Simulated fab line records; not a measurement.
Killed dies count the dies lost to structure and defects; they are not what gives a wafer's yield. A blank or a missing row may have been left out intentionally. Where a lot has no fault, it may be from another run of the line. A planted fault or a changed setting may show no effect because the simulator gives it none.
Struck lot and sound lot, side by side :: flow n5_finfet :: 17 out of 1938 route steps
Sound: wafers L528.1, L528.2, L528.4. Struck: wafer L531.5 (left out: L531.2, a lot-mate that was not struck); the cause follows at the end.
Order at every step that has rows: each side's tool, ch and its chambers, its first start. Under that, the readings that differ: sound wafers :: struck wafers :: difference of the means :: sigmas: that difference in standard deviations of wafers without a fault.
alike: words and numbers the same on both sides, and readings whose means are apart by under 2 such deviations; not compared: readings that were withheld, readings missing a value for some wafer, numbers with overlapping values and no deviation given by the record, and bounds like >300 which may hide the same value.
A row with sigmas, a row that says differs or no value, or rows on one side alone: a step with any of these is where the two part. When numbers do not overlap yet have no deviation, they are printed without sigmas and do not part them. Lack of a reading on every wafer of one side parts them only where that side has two or more wafers.

N5_SD_EPI_N_INSPECT_26: inspects for defects (darkfield).
  sound on defect_inspect-02, day 5 20:35; struck on defect_inspect-02, day 6 12:52
reading: raw_defect_count
sound: 180 149 127
struck: 253
difference: +101
sigmas: +2
then, 8 steps without rows for these wafers: N5_SD_EPI_P_COAT_34 (time 60 s, resist thk 350 nm); N5_SD_EPI_P_COAT_35 (time 60 s, resist thk 35 nm); N5_SD_EPI_P_COAT_03 (resist thk 150 nm); N5_SD_EPI_P_EBR_05; N5_SD_EPI_P_SOFTBAKE_04 (time 60 s); N5_SD_EPI_P_EXPOSE_06 (exposes mask SD P BLK, target cd 240 nm); N5_SD_EPI_P_PEB_07 (peb time 60 s); N5_SD_EPI_P_DEVELOP_08 (develop time 30 s).
N5_SD_EPI_P_CD_MEAS_09 targets a cd of 240 nm.
  sound on cd_sem-02 ch 0, day 5 20:51; struck on cd_sem-01 ch 0, day 6 13:16
  alike: cd_nm
N5_SD_EPI_P_OVL_MEAS_10:
  sound on overlay-01 ch 0, day 5 20:53; struck on overlay-02 ch 0, day 6 13:18
  alike: SD_P_BLK_OVL
N5_SD_EPI_P_INSPECT_11: inspects for defects (macro).
  sound on defect_inspect-01, day 5 20:55; struck on defect_inspect-01, day 6 13:20
  alike: raw_defect_count
N5_SD_EPI_P_DESCUM_14: chemistry O2, time 7.9 s.
  sound on rie_diel-04 ch 0,1,3, day 5 20:56; struck on rie_diel-03 ch 2, day 6 13:35
reading: showerhead_plenum_p_Torr (Torr)
sound: 2.05 2.18 2.19
struck: 2.02
difference: -0.12
sigmas: -2

reading: model.CAR-ArF-block_of_SD_EPI_P_COAT_03.thk_nm (nm)
sound: 143.6 144 143.6
struck: 142.8
difference: -0.9
sigmas: 
  alike: chamber_pressure_mTorr, drypump_motor_current_A, o2_flow_sccm, oes_product_au, rf_vpp_V, throttle_valve_pct
  not compared: rf_hours_counter_h
N5_SD_EPI_P_ETCH_36: etches SiARC in CF4, target depth 45.5 nm, time 75.8 s.
  sound on rie_diel-04 ch 0,1,3, day 5 20:59; struck on rie_diel-03 ch 2, day 6 13:37
reading: showerhead_plenum_p_Torr (Torr)
sound: 2.10 2.20 2.23
struck: 2.05
difference: -0.13
sigmas: -2

reading: model.CAR-ArF-block_of_SD_EPI_P_COAT_03.thk_nm (nm)
sound: 111 111.6 111
struck: 110.2
difference: -1.0
sigmas: 
  alike: chamber_pressure_mTorr, drypump_motor_current_A, etch_rf_on_time_s, oes_product_au, rf_vpp_V, throttle_valve_pct
  not compared: rf_hours_counter_h
N5_SD_EPI_P_ETCH_37: etches SOC in N2/H2, overetch 108 nm, time 486 s.
  sound on rie_diel-04 ch 0,1,3, day 5 21:02; struck on rie_diel-03 ch 2, day 6 13:41
reading: showerhead_plenum_p_Torr (Torr)
sound: 2.48 2.65 2.67
struck: 2.42
difference: -0.18
sigmas: -2
  alike: chamber_pressure_mTorr, drypump_motor_current_A, oes_product_au, rf_vpp_V, throttle_valve_pct
  not compared: rf_hours_counter_h
-- here the record skips 5 days between the struck wafers' starts before and after, leaving off in module SD_EPI_P and picking up in module BEOL_M4 (first step shown: number 1111 of the route) --
N5_BEOL_M4_RC_MEAS_101:
  sound on prober-02 ch 0, day 11 21:07; struck on prober-01 ch 0, day 11 21:25
reading: SS_P (mV/dec)
sound: 73.1 73.2 74.2
struck: 75.0
difference: +1.5
sigmas: +2
  alike: DIBL_N, DIBL_P, IOFF_N, IOFF_P, ION_N, ION_P, SS_N, VT_N, VT_P
next, for these wafers, 1 step has no rows: N5_PASSIVATION_PROBE_49.

## WHERE THEY PART
Last at N5_BEOL_M4_RC_MEAS_101 as far as this record goes, first at N5_SD_EPI_N_INSPECT_26.

WHY: the cause the simulator had injected
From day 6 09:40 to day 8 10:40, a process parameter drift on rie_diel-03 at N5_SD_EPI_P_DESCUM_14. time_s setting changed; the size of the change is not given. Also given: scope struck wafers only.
